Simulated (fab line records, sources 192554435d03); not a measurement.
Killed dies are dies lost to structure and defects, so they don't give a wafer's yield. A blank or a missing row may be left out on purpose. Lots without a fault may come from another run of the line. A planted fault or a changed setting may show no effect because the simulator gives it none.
Chamber matching | flow n5_finfet | N5_BEOL_M7_DESCUM_16 on rie_diel-02: 4 sister chambers
The step chemistry O2, time 7.9 s. 4 wafers are shown with their chamber, then 8 later ones without.

WAFERS WITH THEIR CHAMBER
wafer  | chamber | drypump_motor_current_A (A)
L083.1 | 2       | 5.2
L083.2 | 3       | 5.9
L083.4 | 0       | 6.5
L084.1 | 1       | 5.9

WAFERS WITHOUT THEIR CHAMBER
wafer  | drypump_motor_current_A (A)
L084.2 | 5.3
L084.6 | 5.9
L088.2 | 6.6
L088.3 | 5.9
L088.5 | 5.2
L095.2 | 5.9
L095.3 | 6.5
L095.4 | 5.3

WHICH CHAMBER EACH WENT THROUGH
wafer  | from the rows above     | in truth
L084.2 | 2                       | 2
L084.6 | can't be placed: 1 or 3 | 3
L088.2 | 0                       | 0
L088.3 | can't be placed: 1 or 3 | 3
L088.5 | 2                       | 2
L095.2 | can't be placed: 1 or 3 | 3
L095.3 | 0                       | 0
L095.4 | 2                       | 2
Placed correctly: 5 of 8. Can't be placed from these rows: 3 (the true chamber is among the candidates in 3). Placed wrongly: 0.
How it was worked out, from the rows above alone: a wafer's distance from a chamber is the root of the sum, over the readings, of the square of ((its reading less the chamber's mean) divided by the reading's scatter). The wafer belongs to the nearest chamber; if the next one is less than 2 further off, it can't be placed. A chamber's mean is the mean of its shown wafers. The scatter: with one shown wafer a chamber, the root of the mean of the squares of how far each hidden wafer lies from its nearest shown one.
